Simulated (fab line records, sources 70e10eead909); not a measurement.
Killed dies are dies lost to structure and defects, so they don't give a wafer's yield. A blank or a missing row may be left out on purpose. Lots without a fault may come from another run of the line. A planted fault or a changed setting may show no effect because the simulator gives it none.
A struck lot beside a sound one | flow nand_harc | 44 steps out of a route of 1302
Sound: wafers L980.1, L980.3, L980.4. Struck: wafers L968.1, L968.3, L968.5. The cause comes at the end.
At each step with rows: each side's tool, then ch and its chambers, then its first start. Under that, the readings that differ: sound wafers | struck wafers | difference of the means | sigmas: that difference in standard deviations of wafers without a fault.
alike: readings whose means differ by less than 2 such deviations, and words and numbers that are the same on both sides. not compared: withheld readings, readings that some wafer has no value for, bounds like >300 that may hide the same value, and numbers for which the record gives no deviation and whose values overlap.
The two part at a step that has a row with sigmas, a row that says differs or no value, or rows on one side only. Numbers that don't overlap but have no deviation are shown without sigmas and don't part them. A reading that every wafer of one side lacks parts them only if that side has two wafers or more.

NHARC_P_ZERO_WELL_CD_MEAS_11: target cd 500 nm.
  sound on cd_sem-02 ch 0, day 11 01:07; struck on cd_sem-03 ch 0, day 6 01:07
  alike: cd_nm
then, 1 step without rows for these wafers: NHARC_P_ZERO_WELL_HARDBAKE_12 (time 65 s).
NHARC_P_ZERO_WELL_DESCUM_13: chemistry O2, time 3 s.
  sound on rie_diel-02 ch 0,1,2, day 11 01:16; struck on rie_diel-02 ch 2,3, day 6 01:16
  alike: drypump_motor_current_A, oes_product_au, rf_vpp_V, showerhead_plenum_p_Torr, throttle_valve_pct
  not compared: rf_hours_counter_h
NHARC_P_ZERO_WELL_ETCH_65: etches the open film in N2/H2, target depth 80 nm, overetch 24 nm, time 87.88 s.
  sound on rie_diel-02 ch 1,2,3, day 11 01:22; struck on rie_diel-02 ch 0,1,3, day 6 01:21
  alike: drypump_motor_current_A, oes_product_au, rf_vpp_V, showerhead_plenum_p_Torr, throttle_valve_pct
  not compared: rf_hours_counter_h
NHARC_P_ZERO_WELL_ETCH_62: etches the open film in CHF3/Ar, target depth 13 nm, time 6.5 s.
  sound on rie_diel-02 ch 0,2,3; struck on rie_diel-02 ch 2,3
  alike: drypump_motor_current_A, oes_product_au, rf_vpp_V, showerhead_plenum_p_Torr, throttle_valve_pct
  not compared: rf_hours_counter_h
NHARC_P_ZERO_WELL_ETCH_63: etches the open film in HBr/Cl2, target depth 120 nm, time 40.1 s.
  sound on rie_si-03 ch 0,1,2, day 11 01:32; struck on rie_si-06 ch 1,2, day 6 01:31
  alike: drypump_motor_current_A, oes_product_au, throttle_valve_pct
  not compared: rf_hours_counter_h
then, 6 steps without rows for these wafers: NHARC_P_ZERO_WELL_STRIP_15 (strips in SPM, time 900 s); NHARC_P_ZERO_WELL_DEHYDRATE_16 (time 120 s); NHARC_P_ZERO_WELL_HMDS_17 (time 30 s); NHARC_P_ZERO_WELL_COAT_18; NHARC_P_ZERO_WELL_SOFTBAKE_19 (time 95 s); NHARC_P_ZERO_WELL_EBR_20.
NHARC_P_ZERO_WELL_EXPOSE_21: exposes mask P NWELL, target cd 720 nm.
  sound on krf_scanner-03 ch 0, day 11 02:11; struck on krf_scanner-03, day 6 02:10
  no value came back on the struck wafers for exposure_dose_mJ_cm2, focus_offset_nm (nm); on the sound wafers exposure_dose_mJ_cm2 reads 22.291 22.350 22.292
  alike: mask
then, 2 steps without rows for these wafers: NHARC_P_ZERO_WELL_PEB_22 (peb time 85 s); NHARC_P_ZERO_WELL_DEVELOP_23 (time 70 s).
NHARC_P_ZERO_WELL_CD_MEAS_24: target cd 720 nm.
  sound on cd_sem-01 ch 0, day 11 02:20; struck on cd_sem-03 ch 0, day 6 02:20
  reading    | sound             | struck | difference                    | sigmas
  cd_nm (nm) | 719.1 720.6 718.2 | - - -  | no value on the struck wafers |
then, 1 step without rows for these wafers: NHARC_P_ZERO_WELL_HARDBAKE_25 (time 80 s).
NHARC_P_ZERO_WELL_DESCUM_26: chemistry O2, time 3 s.
  sound on rie_diel-04 ch 0,2,3, day 11 02:31; struck on rie_diel-02 ch 1,2,3, day 6 02:29
  reading                      | sound             | struck            | difference | sigmas
  model.P_ZERO_WELL.cd_nm (nm) | 718.3 720.3 718.4 | 498.7 498.9 499.4 | -220.0     |
  alike: drypump_motor_current_A, oes_product_au, rf_vpp_V, showerhead_plenum_p_Torr, throttle_valve_pct
  not compared: rf_hours_counter_h
then, 12 steps without rows for these wafers: NHARC_P_ZERO_WELL_IMPLANT_27; NHARC_P_ZERO_WELL_IMPLANT_57; NHARC_P_ZERO_WELL_IMPLANT_58; NHARC_P_ZERO_WELL_STRIP_28 (strips in SPM, time 840 s); NHARC_P_ZERO_WELL_DEHYDRATE_29 (time 120 s); NHARC_P_ZERO_WELL_HMDS_30 (time 30 s); NHARC_P_ZERO_WELL_COAT_31; NHARC_P_ZERO_WELL_SOFTBAKE_32 (time 95 s); NHARC_P_ZERO_WELL_EBR_33; NHARC_P_ZERO_WELL_EXPOSE_34 (exposes mask P PWELL, target cd 720 nm); NHARC_P_ZERO_WELL_PEB_35 (peb time 85 s); NHARC_P_ZERO_WELL_DEVELOP_36 (time 70 s).
NHARC_P_ZERO_WELL_CD_MEAS_37: target cd 720 nm.
  sound on cd_sem-01 ch 0, day 11 04:00; struck on cd_sem-03 ch 0, day 6 03:59
  alike: cd_nm
then, 1 step without rows for these wafers: NHARC_P_ZERO_WELL_HARDBAKE_38 (time 80 s).
NHARC_P_ZERO_WELL_DESCUM_39: chemistry O2, time 3 s.
  sound on rie_diel-11 ch 0,2,3, day 11 04:11; struck on rie_diel-02 ch 0,1,2, day 6 04:09
  alike: drypump_motor_current_A, oes_product_au, rf_vpp_V, showerhead_plenum_p_Torr, throttle_valve_pct
  not compared: rf_hours_counter_h
then, 9 steps without rows for these wafers: NHARC_P_ZERO_WELL_IMPLANT_40; NHARC_P_ZERO_WELL_IMPLANT_59; NHARC_P_ZERO_WELL_IMPLANT_60; NHARC_P_ZERO_WELL_STRIP_41 (strips in SPM, time 840 s); NHARC_P_ZERO_WELL_DEHYDRATE_44 (time 120 s); NHARC_P_ZERO_WELL_HMDS_45 (time 30 s); NHARC_P_ZERO_WELL_COAT_46; NHARC_P_ZERO_WELL_SOFTBAKE_47 (time 95 s); NHARC_P_ZERO_WELL_EBR_48.
NHARC_P_ZERO_WELL_INSPECT_43:
  sound on defect_inspect-01, day 11 07:28; struck on defect_inspect-01, day 6 07:37
  reading          | sound | struck         | difference | sigmas
  raw_defect_count | 7 8 8 | 1144 1040 1091 | +1084      | +99 or more
then, 1 step without rows for these wafers: NHARC_END_SORT_01.

WHERE THEY PART
First at NHARC_P_ZERO_WELL_EXPOSE_21; last, within this record, at NHARC_P_ZERO_WELL_INSPECT_43.

WHY: what the simulator had put in
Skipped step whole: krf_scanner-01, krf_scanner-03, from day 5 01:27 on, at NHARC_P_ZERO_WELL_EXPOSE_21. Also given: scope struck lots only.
